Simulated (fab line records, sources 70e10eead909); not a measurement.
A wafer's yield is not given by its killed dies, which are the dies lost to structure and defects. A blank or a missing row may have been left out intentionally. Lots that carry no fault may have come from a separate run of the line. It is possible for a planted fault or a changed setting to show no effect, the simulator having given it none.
Chamber matching	flow nandHarc	NHARC_P_M1_PRE_CLEAN_32 on pecvd-03 has 3 sister chambers
The step time 12 s. 14 wafers are shown with their chamber, then 7 later ones without.

== EACH WAFER AND ITS CHAMBER ==
wafer	chamber	heaterPowerW (W)
L075.1	2	540
L075.2	1	709
L075.5	2	533
L078.1	2	559
L078.5	2	572
L078.6	0	523
L078.2	1	719
L078.3	0	508
L078.4	1	732
L082.1	0	586
L082.2	2	545
L082.4	2	557
L090.2	2	460
L090.5	0	547

SIGNATURES (averages over the wafers above)
reading	chamber 0	chamber 1	chamber 2	scatter within a chamber
heaterPowerW	541.00	720.00	538.00	32.8
Rule: a wafer lies at a distance from a chamber equal to the root of the sum of squares, over the readings, of (its reading less the chamber's mean, divided by the reading's scatter). If the next closest chamber is less than 2 further off than the closest, the wafer can't be placed; otherwise it belongs to the closest. The scatter is the square root of a quotient: the sum, over the shown wafers, of each reading's squared deviation from its chamber's mean, divided by wafers minus chambers.

== WAFERS WHOSE CHAMBER IS MISSING ==
wafer	heaterPowerW (W)
L090.6	689
L096.1	614
L096.3	529
L096.4	574
L097.1	717
L097.2	481
L097.5	485

== WHICH CHAMBER EACH ONE RAN IN ==
wafer	from the rows above	in truth
L090.6	1	1
L096.1	can't be placed: 0 or 2 or 1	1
L096.3	can't be placed: 2 or 0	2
L096.4	can't be placed: 0 or 2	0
L097.1	1	1
L097.2	can't be placed: 2 or 0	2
L097.5	can't be placed: 2 or 0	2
Correctly placed: 2 of 7. Can't be placed from these rows: 5 (the true chamber is among the candidates in 5). Placed wrongly: 0.
